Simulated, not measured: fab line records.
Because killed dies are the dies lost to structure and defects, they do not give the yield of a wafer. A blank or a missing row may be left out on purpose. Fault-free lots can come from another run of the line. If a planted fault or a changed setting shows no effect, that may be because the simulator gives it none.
Matching of chambers -- flow n5 finfet -- cvd co-01 running N5_BEOL_M0_PRE_CLEAN_131: 3 sister chambers
The step time 15 s. 14 wafers are shown with their chamber, then 7 later ones without.

## WAFERS PAIRED WITH THEIR CHAMBERS
wafer,chamber,heater power outer w (W),heater power w (W)
L851.1,1,25,88
L851.4,1,26,87
L851.5,2,13,82
L854.2,0,12,66
L854.3,1,26,86
L854.5,1,26,88
L863.1,1,26,87
L863.5,2,14,85
L863.6,0,13,66
L867.2,0,13,65
L867.3,2,13,85
L867.4,1,26,87
L868.2,1,26,88
L868.3,0,13,66

SIGNATURES (means of the wafers above)
reading,chamber 0,chamber 1,chamber 2,scatter within a chamber
heater power outer w,12.75,25.86,13.33,0.455
heater power w,65.75,87.29,84.00,0.962
Rule: for a wafer and a chamber, the distance is found by dividing, reading by reading, the gap between the wafer's reading and the chamber's mean by the reading's scatter, squaring, summing and taking the root. The wafer belongs to the nearest chamber; if the next one is less than 2 further off, it can't be placed. The scatter: take each reading less its chamber's mean, square it, sum over the shown wafers, divide by the number of wafers less the number of chambers, and take the root.

## WAFERS WHOSE CHAMBER IS MISSING
wafer,heater power outer w (W),heater power w (W)
L868.5,13,68
L873.1,25,87
L873.3,14,69
L873.5,14,83
L874.2,13,83
L874.3,13,66
L874.5,14,86

## THE CHAMBER EACH PASSED THROUGH
wafer,from the rows above,in truth
L868.5,0,0
L873.1,1,1
L873.3,0,0
L873.5,2,2
L874.2,2,2
L874.3,0,0
L874.5,2,2
Correct placement for 7 of the 7. Left unplaced by these rows: 0. Number placed wrongly: 0.
